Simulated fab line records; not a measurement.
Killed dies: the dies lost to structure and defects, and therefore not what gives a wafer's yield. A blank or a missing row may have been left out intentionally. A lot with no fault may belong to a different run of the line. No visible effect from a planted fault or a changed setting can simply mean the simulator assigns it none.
Which tool is to blame? + flow n5_finfet + Sampling: 23 lots, 69 wafers, 2 of 1938 route steps

## WHAT THE GAUGES SHOWED, per wafer
N5_BEOL_M5_THK_MEAS_53: measures by xrf. Usual: for M5_THK the level is 61.9 nm and the standard deviation is 2.5.
| lot  | measured     | on            | M5_THK (nm)    | flag |
|------|--------------|---------------|----------------|------|
| L074 | day 8 20:13  | film_metro-02 | 56.5 57.4 56.9 |      |
| L075 | day 9 00:22  | film_metro-02 | 61.2 65.0 62.1 |      |
| L076 | day 10 00:59 | film_metro-01 | 61.3 62.0 60.6 |      |
| L078 | day 10 01:30 | film_metro-01 | 61.1 64.2 63.9 |      |
| L081 | day 10 06:40 | film_metro-01 | 63.3 59.1 60.8 |      |
| L080 | day 10 14:10 | film_metro-01 | 61.9 60.3 63.1 |      |
| L077 | day 10 14:14 | film_metro-02 | 61.3 59.6 65.1 |      |
| L082 | day 10 19:08 | film_metro-02 | 60.8 63.5 59.8 |      |
| L083 | day 10 21:58 | film_metro-01 | 62.0 61.5 63.1 |      |
| L084 | day 11 05:04 | film_metro-01 | 59.9 57.0 61.2 |      |
| L085 | day 11 16:06 | film_metro-02 | 60.8 62.9 60.3 |      |
| L086 | day 12 00:31 | film_metro-01 | 60.6 65.0 64.1 |      |
| L087 | day 12 03:00 | film_metro-02 | 62.4 62.0 64.2 |      |
| L088 | day 12 17:30 | film_metro-01 | 61.2 61.2 58.7 |      |
| L091 | day 12 18:36 | film_metro-01 | 62.1 62.5 66.0 |      |
| L089 | day 12 23:45 | film_metro-01 | 63.4 65.8 60.5 |      |
| L090 | day 13 05:13 | film_metro-01 | 64.2 65.7 63.7 |      |
| L093 | day 13 11:08 | film_metro-01 | 59.5 62.1 61.7 |      |
| L092 | day 13 15:33 | film_metro-01 | 58.9 63.1 61.1 |      |
| L094 | day 13 15:50 | film_metro-01 | 61.2 61.3 60.5 |      |
| L095 | day 14 08:37 | film_metro-02 | 63.8 59.3 61.7 |      |
| L097 | day 14 14:43 | film_metro-02 | 60.6 59.5 58.7 |      |
| L096 | day 14 14:51 | film_metro-01 | 60.0 61.3 61.9 |      |

N5_BEOL_M6_INSPECT_13: inspects for defects (brightfield). Usual: raw_defect_count at 426, with a standard deviation of 96.
| lot  | measured     | on                | raw_defect_count | flag |
|------|--------------|-------------------|------------------|------|
| L074 | day 8 22:30  | defect_inspect-01 | 382 431 450      |      |
| L075 | day 9 01:59  | defect_inspect-01 | 499 401 398      |      |
| L076 | day 10 04:43 | defect_inspect-01 | 345 394 373      |      |
| L078 | day 10 04:52 | defect_inspect-01 | 431 509 318      |      |
| L081 | day 10 09:15 | defect_inspect-02 | 402 343 364      |      |
| L080 | day 10 19:05 | defect_inspect-01 | 567 454 477      |      |
| L077 | day 10 19:15 | defect_inspect-02 | 510 338 287      |      |
| L082 | day 10 22:46 | defect_inspect-02 | 382 459 396      |      |
| L083 | day 11 00:14 | defect_inspect-02 | 516 494 401      |      |
| L084 | day 11 07:13 | defect_inspect-02 | 346 587 440      |      |
| L085 | day 11 18:39 | defect_inspect-01 | 307 304 314      |      |
| L086 | day 12 03:35 | defect_inspect-01 | 528 502 415      |      |
| L087 | day 12 04:51 | defect_inspect-01 | 371 279 486      |      |
| L088 | day 12 18:56 | defect_inspect-01 | 410 262 401      |      |
| L091 | day 12 22:50 | defect_inspect-02 | 423 390 459      |      |
| L089 | day 13 02:25 | defect_inspect-01 | 444 386 322      |      |
| L090 | day 13 08:49 | defect_inspect-01 | 277 336 243      |      |
| L093 | day 13 13:25 | defect_inspect-02 | 261 388 313      |      |
| L092 | day 13 16:59 | defect_inspect-02 | 481 404 454      |      |
| L094 | day 13 19:07 | defect_inspect-02 | 391 549 427      |      |
| L095 | day 14 14:26 | defect_inspect-01 | 437 554 409      |      |
| L097 | day 14 17:55 | defect_inspect-02 | 418 536 632      |      |
| L096 | day 14 18:05 | defect_inspect-01 | 320 319 281      |      |

## WHICH TOOL RAN EACH LOT (tool, then ch and the chambers of the sampled wafers, then the start)
Record: no process step prior to these readings.

## WHAT THE TOOLS THEMSELVES READ (means of the sampled wafers that have a number; where no wafer has one, the mark that the record gives instead)
The record holds no such reading with a usual standard deviation.

## THE ANSWER, worked out from the rows above alone
Rule: a lot is off if the mean of its wafers that have a number lies more than 3 standard deviations from the usual mean. Also off: a lot with no number at a reading for which 4 or more lots have one. The other lots that the step has rows for count as sound. First the gauges in route order, then the tools' own readings, where a lot's mean is used as printed above. At the first step where some lot is off, the reading lying furthest off is the one used; lots without a number count as furthest.
Across all readings shown, no lot is off: no conclusion can be drawn from this.

## WHAT THE SIMULATOR PUT IN
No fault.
